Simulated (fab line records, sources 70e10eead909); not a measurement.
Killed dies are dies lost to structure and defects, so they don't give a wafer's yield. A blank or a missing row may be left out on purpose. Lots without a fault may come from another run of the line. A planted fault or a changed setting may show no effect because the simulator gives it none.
Tool commonality check | flow nand_harc | 13 lots, 39 wafers sampled

WHY IT WAS OPENED
At NHARC_P_M2_THK_MEAS_24 the reading thk_nm is flagged on 2 of 13 lots. Wafers without a fault read 144.6 nm, standard deviation 1.5.
Rule: a lot is flagged when every wafer of it that has a number lies more than 4 standard deviations from that mean, or none has a number. The other lots count as sound.

lot  | measured     | on            | thk_nm (nm), wafer by wafer | flag
L835 | day 6 19:02  | film_metro-02 | 142.4 145.5 143.5           |
L836 | day 7 00:49  | film_metro-01 | 144.4 144.2 143.5           |
L837 | day 7 05:40  | film_metro-01 | 148.4 145.6 142.8           |
L840 | day 8 11:40  | film_metro-01 | 146.7 145.4 144.8           |
L842 | day 9 04:52  | film_metro-01 | 144.4 145.6 145.2           |
L844 | day 10 05:11 | film_metro-01 | 142.9 144.2 144.0           |
L845 | day 10 19:03 | film_metro-01 | 145.0 144.7 141.8           |
L847 | day 11 15:50 | film_metro-02 | 392.9 399.1 397.7           | FLAGGED
L849 | day 12 13:51 | film_metro-01 | 397.4 402.1 399.9           | FLAGGED
L854 | day 14 06:01 | film_metro-01 | 143.7 143.5 143.6           |
L855 | day 14 20:29 | film_metro-02 | 147.5 143.3 140.5           |
L857 | day 15 11:44 | film_metro-01 | 144.6 143.2 143.4           |
L858 | day 16 03:44 | film_metro-01 | 145.8 142.9 145.0           |
The numbers of the flagged lots are 398.2 nm on average: +253.6 nm against the usual, or +99 or more standard deviations.

WHICH TOOL RAN EACH LOT
The record holds 3 process steps before the reading, out of a route of 1302 steps. In each cell: the tool, then ch and the chambers that the sampled wafers went through, then the start.
lot  | flag    | NHARC_P_M2_ETCH_15                            | NHARC_P_M2_PVD_20                       | NHARC_P_M2_CMP_23
L835 |         | rie_diel-01 ch 0,1,3, day 6 18:43 or earlier  | pvd_sputter-03, day 6 18:43 or earlier  | cmp-04 ch 0,3, day 6 18:43
L836 |         | rie_diel-01 ch 1,2,3, day 7 00:31 or earlier  | pvd_sputter-03, day 7 00:31 or earlier  | cmp-04 ch 1,2,3, day 7 00:31
L837 |         | rie_diel-01 ch 1,2,3, day 7 05:21 or earlier  | pvd_sputter-01, day 7 05:21 or earlier  | cmp-04 ch 1,2, day 7 05:21
L840 |         | rie_diel-01 ch 0,3, day 8 11:22 or earlier    | pvd_sputter-02, day 8 11:22 or earlier  | cmp-04 ch 0,2,3, day 8 11:22
L842 |         | rie_diel-02 ch 0,1, day 9 04:33 or earlier    | pvd_sputter-01, day 9 04:33 or earlier  | cmp-01 ch 0,3, day 9 04:33
L844 |         | rie_diel-01 ch 0,1,3, day 10 04:52 or earlier | pvd_sputter-03, day 10 04:52 or earlier | cmp-01 ch 0,3, day 10 04:52
L845 |         | rie_diel-02 ch 0,2,3, day 10 18:46 or earlier | pvd_sputter-02, day 10 18:46 or earlier | cmp-03 ch 2,3, day 10 18:46
L847 | FLAGGED | rie_diel-01 ch 0,1,3, day 11 15:31 or earlier | pvd_sputter-02, day 11 15:31 or earlier | cmp-03 ch 0,2,3, day 11 15:31
L849 | FLAGGED | rie_diel-01 ch 0,1,3, day 12 13:35 or earlier | pvd_sputter-03, day 12 13:35 or earlier | cmp-04 ch 0,1,2, day 12 13:35
L854 |         | rie_diel-01 ch 0,2, day 14 05:44 or earlier   | pvd_sputter-03, day 14 05:44 or earlier | cmp-03 ch 0,1,2, day 14 05:44
L855 |         | rie_diel-01 ch 1,2,3, day 14 20:10 or earlier | pvd_sputter-02, day 14 20:10 or earlier | cmp-04 ch 1,2,3, day 14 20:10
L857 |         | rie_diel-02 ch 1,2,3, day 15 11:25 or earlier | pvd_sputter-02, day 15 11:25 or earlier | cmp-04 ch 0,2,3, day 15 11:25
L858 |         | rie_diel-01 ch 2,3, day 16 03:26 or earlier   | pvd_sputter-02, day 16 03:26 or earlier | cmp-03 ch 0,3, day 16 03:26
What these steps do:
- NHARC_P_M2_ETCH_15: etches the open film in C4F8/Ar, target depth 182.5 nm, time 91.2 s.
- NHARC_P_M2_PVD_20: deposits TaN, target thk 5 nm, time 8.06 s.
- NHARC_P_M2_CMP_23: polishes, t overpolish 20 s, target thk 144.3 nm.
- NHARC_P_M2_THK_MEAS_24: measures by xrf.

FLAGGED OVER TOTAL, TOOL BY TOOL (the gauges that took the reading come last)
step                   | tool           | lots run | flagged | share of the flagged lots | sound lots run after its first flagged lot
NHARC_P_M2_ETCH_15     | rie_diel-01    | 10       | 2       | all                       | 3 (L854,L855,L858)
NHARC_P_M2_ETCH_15     | rie_diel-02    | 3        | 0       | none                      | -
NHARC_P_M2_PVD_20      | pvd_sputter-01 | 2        | 0       | none                      | -
NHARC_P_M2_PVD_20      | pvd_sputter-02 | 6        | 1       | some                      | 3 (L855,L857,L858)
NHARC_P_M2_PVD_20      | pvd_sputter-03 | 5        | 1       | some                      | 1 (L854)
NHARC_P_M2_CMP_23      | cmp-01         | 2        | 0       | none                      | -
NHARC_P_M2_CMP_23      | cmp-03         | 4        | 1       | some                      | 2 (L854,L858)
NHARC_P_M2_CMP_23      | cmp-04         | 7        | 1       | some                      | 2 (L855,L857)
NHARC_P_M2_THK_MEAS_24 | film_metro-01  | 10       | 1       | some                      | 3 (L854,L857,L858)
NHARC_P_M2_THK_MEAS_24 | film_metro-02  | 3        | 1       | some                      | 1 (L855)
NHARC_P_M2_ETCH_15 gives no start for some lots, so the hours and the order of its lots are those of NHARC_P_M2_CMP_23. NHARC_P_M2_PVD_20 gives no start for some lots, so the hours and the order of its lots are those of NHARC_P_M2_CMP_23.

WHAT THE TABLE ALLOWS
1 row of the table ran every flagged lot: rie_diel-01 at NHARC_P_M2_ETCH_15.
- rie_diel-01 at NHARC_P_M2_ETCH_15: 2 of its 10 lots flagged. Sound lots ran on it after the first flagged one (L854, L855, L858), which a lasting fault on the whole tool wouldn't allow.
No row of the table ran every flagged lot and no sound lot after the first.

WHAT THE SIMULATOR HAD PUT IN
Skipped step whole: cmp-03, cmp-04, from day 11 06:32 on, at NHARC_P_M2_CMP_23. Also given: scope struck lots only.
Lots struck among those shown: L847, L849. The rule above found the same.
